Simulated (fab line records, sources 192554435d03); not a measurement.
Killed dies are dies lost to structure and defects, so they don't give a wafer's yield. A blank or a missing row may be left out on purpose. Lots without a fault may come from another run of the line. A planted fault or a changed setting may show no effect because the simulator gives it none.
Chamber matching | flow n5_finfet | N5_BEOL_M9_VIA_ETCH_34 on rie_diel-04: 4 sister chambers
The step etches SiCOH lowk in C4F6/O2, target depth 182.4 nm, time 68.4 s. 18 wafers are shown with their chamber, then 9 later ones without.

WAFERS WITH THEIR CHAMBER
wafer  | chamber | drypump_motor_current_A (A) | rf_vpp_V (V) | showerhead_plenum_p_Torr (Torr)
L076.3 | 3       | 6.7                         | 668          | 2.73
L076.4 | 0       | 6.1                         | 713          | 2.94
L076.6 | 1       | 5.0                         | 650          | 2.90
L084.1 | 3       | 6.6                         | 666          | 2.72
L084.2 | 2       | 5.7                         | 673          | 2.71
L084.4 | 0       | 6.1                         | 713          | 2.94
L086.2 | 2       | 5.7                         | 672          | 2.70
L086.4 | 3       | 6.6                         | 667          | 2.72
L086.5 | 2       | 5.7                         | 673          | 2.70
L085.2 | 3       | 6.7                         | 669          | 2.72
L085.3 | 1       | 5.0                         | 651          | 2.89
L085.6 | 3       | 6.7                         | 667          | 2.72
L091.2 | 3       | 6.7                         | 668          | 2.71
L091.5 | 0       | 6.1                         | 711          | 2.93
L091.6 | 1       | 5.0                         | 651          | 2.89
L090.2 | 0       | 6.1                         | 712          | 2.93
L090.3 | 3       | 6.7                         | 667          | 2.71
L090.5 | 0       | 6.1                         | 712          | 2.93

SIGNATURES (means of the wafers above)
reading                  | chamber 0 | chamber 1 | chamber 2 | chamber 3 | scatter within a chamber
drypump_motor_current_A  | 6.100     | 5.000     | 5.700     | 6.671     | 0.0319
rf_vpp_V                 | 712.20    | 650.67    | 672.67    | 667.43    | 0.839
showerhead_plenum_p_Torr | 2.9340    | 2.8933    | 2.7033    | 2.7186    | 0.00621
Rule: a wafer's distance from a chamber is the root of the sum, over the readings, of the square of ((its reading less the chamber's mean) divided by the reading's scatter). The wafer belongs to the nearest chamber; if the next one is less than 2 further off, it can't be placed. The scatter: the root of (the sum of the squares of (reading less its chamber's mean) over the shown wafers, divided by (wafers less chambers)).

WAFERS WITHOUT THEIR CHAMBER
wafer  | drypump_motor_current_A (A) | rf_vpp_V (V) | showerhead_plenum_p_Torr (Torr)
L092.2 | 5.7                         | 672          | 2.70
L092.4 | 6.6                         | 667          | 2.71
L092.5 | 6.7                         | 667          | 2.71
L093.2 | 6.1                         | 711          | 2.93
L093.3 | 6.6                         | 668          | 2.71
L093.6 | 5.1                         | 650          | 2.89
L097.3 | 6.6                         | 667          | 2.71
L097.4 | 6.6                         | 668          | 2.71
L097.6 | 5.1                         | 651          | 2.88

WHICH CHAMBER EACH WENT THROUGH
wafer  | from the rows above | in truth
L092.2 | 2                   | 2
L092.4 | 3                   | 3
L092.5 | 3                   | 3
L093.2 | 0                   | 0
L093.3 | 3                   | 3
L093.6 | 1                   | 1
L097.3 | 3                   | 3
L097.4 | 3                   | 3
L097.6 | 1                   | 1
Placed correctly: 9 of 9. Can't be placed from these rows: 0. Placed wrongly: 0.
